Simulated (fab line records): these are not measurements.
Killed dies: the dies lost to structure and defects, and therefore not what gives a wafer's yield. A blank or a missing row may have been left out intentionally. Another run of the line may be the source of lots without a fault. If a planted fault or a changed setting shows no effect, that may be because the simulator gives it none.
Matching of chambers | flow n5-finfet | N5_FIN_SAQP_ETCH_57 on rie-diel-05 has 4 sister chambers
The step etches SiNx in CH3F/O2, target depth 32.5 nm, time 46.4 s. 4 wafers are shown with their chamber, then 7 later ones without.

## WAFERS WITH THEIR CHAMBER
wafer  | chamber | drypump-motor-current-A (A)
L079.6 | 2       | 5.8
L081.3 | 1       | 5.6
L086.1 | 3       | 5.9
L086.5 | 0       | 5.1

## WAFERS WITHOUT THEIR CHAMBER
wafer  | drypump-motor-current-A (A)
L086.6 | 5.9
L090.2 | 5.9
L090.3 | 5.7
L090.6 | 5.6
L091.1 | 5.7
L091.2 | 5.9
L091.3 | 5.8

## EACH ONE'S CHAMBER
wafer  | from the rows above          | in truth
L086.6 | can't be placed: 3 or 2      | 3
L090.2 | can't be placed: 3 or 2      | 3
L090.3 | can't be placed: 2 or 1 or 3 | 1
L090.6 | 1                            | 1
L091.1 | can't be placed: 2 or 1 or 3 | 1
L091.2 | can't be placed: 3 or 2      | 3
L091.3 | can't be placed: 2 or 3      | 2
Correctly placed: 1 of 7. These rows do not allow placing 6 (true chamber among the candidates in 6). Number placed wrongly: 0.
How it was worked out, from the rows above alone: a wafer's distance from a chamber is the root of the sum, over the readings, of the square of ((its reading less the chamber's mean) divided by the reading's scatter). If the next closest chamber is less than 2 further off than the closest, the wafer can't be placed; otherwise it belongs to the closest. Each chamber's mean is taken over the wafers shown for it. The scatter (one wafer shown for each chamber): square how far every hidden wafer sits from the nearest shown wafer, average those squares and take the square root.
